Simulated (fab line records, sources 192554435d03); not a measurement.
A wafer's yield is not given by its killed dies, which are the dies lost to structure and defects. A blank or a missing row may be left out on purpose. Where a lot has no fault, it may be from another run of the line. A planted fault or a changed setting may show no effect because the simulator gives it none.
Which of the tools did it? -- flow n5-finfet -- 10 lots (28 wafers sampled), 1 step of a 1938-step route

== WHAT THE GAUGES SHOWED, per wafer ==
N5_BEOL_M4_RC_MEAS_101. Usual: DIBL_N 36.6 mV/V, standard deviation 2.1; DIBL_P 36.5 mV/V, standard deviation 2.7; IOFF_N 0.17 nA/um, standard deviation 0.043; IOFF_P 0.22 nA/um, standard deviation 0.045; ION_N 674 uA/um, standard deviation 17; ION_P 461 uA/um, standard deviation 9.9; SS_N 71.7 mV/dec, standard deviation 0.79; SS_P 73.4 mV/dec, standard deviation 0.79; VT_N 249 mV, standard deviation 4; VT_P -250 mV, standard deviation 3.3.
lot,measured,on,DIBL_N (mV/V),DIBL_P (mV/V),IOFF_N (nA/um),IOFF_P (nA/um),ION_N (uA/um),ION_P (uA/um),SS_N (mV/dec),SS_P (mV/dec),VT_N (mV),VT_P (mV),flag
L667,day 9 08:06,prober-02,34.9 35.6 36.0,34.8 34.2 34.3,0.16 0.17 0.17,0.26 0.25 0.25,695 653 679,487 460 465,71.3 71.6 71.9,72.6 73.1 73.2,249 250 248,-244 -245 -246,
L670,day 9 16:56,prober-02,39.1 41.6 41.1,38.8 42.6 42.1,0.20 0.28 0.23,0.23 0.30 0.28,668 695 702,454 467 472,72.6 72.6 72.1,73.9 74.9 74.9,249 243 247,-251 -248 -249,
L671,day 9 17:14,prober-01,35.3 32.8 32.1,37.4 33.5 33.0,0.13 0.10 0.10,0.21 0.16 0.15,659 664 662,456 462 459,71.8 70.7 71.0,73.9 72.6 72.1,252 256 257,-251 -254 -254,
L673,day 10 02:13,prober-02,35.5 37.8,36.0 38.4,0.15 0.19,0.23 0.27,673 682,467 478,71.9 72.0,73.6 74.2,248 249,-246 -246,
L676,day 11 10:14,prober-01,34.9 35.6 36.1,33.3 34.0 35.9,0.14 0.16 0.15,0.17 0.19 0.21,683 686 680,465 470 467,71.6 71.4 71.4,72.3 72.0 73.3,252 248 251,-248 -248 -246,
L680,day 12 10:00,prober-02,37.2 39.3 35.4,38.4 40.1 35.7,0.15 0.21 0.14,0.22 0.26 0.18,660 677 668,455 462 460,72.0 72.3 71.1,73.3 73.8 72.7,252 245 248,-249 -247 -250,
L681,day 12 11:46,prober-02,37.5 37.2 36.2,37.3 36.4 36.1,0.21 0.17 0.18,0.22 0.21 0.20,678 670 699,460 450 469,71.7 72.4 71.6,73.9 72.9 73.4,244 249 246,-250 -252 -250,
L684,day 12 20:22,prober-02,35.6 35.8 37.1,35.6 36.1 37.1,0.15 0.16 0.19,0.19 0.19 0.22,665 681 673,447 456 449,71.4 71.3 72.3,73.5 73.6 73.9,252 250 246,-254 -254 -253,
L687,day 14 08:18,prober-02,38.0 37.7 35.5,35.3 35.8 33.8,0.19 0.16 0.14,0.20 0.20 0.17,693 654 680,467 445 472,72.9 71.8 71.3,73.4 73.4 73.6,246 251 251,-252 -252 -252,
L686,day 15 04:58,prober-02,34.8 33.9,32.7 32.3,0.12 0.10,0.14 0.14,672 645,456 446,70.9 70.4,72.0 72.4,254 257,-254 -256,

== TOOL THAT RAN EACH LOT (tool first, then ch and the chambers of the sampled wafers, then the start) ==
Record: no process step prior to these readings.

== AS READ BY THE TOOLS THEMSELVES (means over the sampled wafers that have a number; for cases with no such wafer, the mark the record gives instead) ==
The record holds no such reading with a usual standard deviation.

== THE ANSWER, worked out from the rows above alone ==
Rule: a lot is off if the mean of its wafers that have a number lies more than 3 standard deviations from the usual mean. A lot without any number at a reading at which 4 lots or more have one is off too. Any other lot the step has rows for is counted as sound. The gauges are gone through in route order, then the tools' own readings, and for those a lot's mean is taken as printed above. The first step at which some lot is off is used, and at that step the reading that is off furthest; a lot without a number counts as furthest.
No lot is off at any reading shown: from this, nothing can be told.

== WHAT THE SIMULATOR HAD INSERTED ==
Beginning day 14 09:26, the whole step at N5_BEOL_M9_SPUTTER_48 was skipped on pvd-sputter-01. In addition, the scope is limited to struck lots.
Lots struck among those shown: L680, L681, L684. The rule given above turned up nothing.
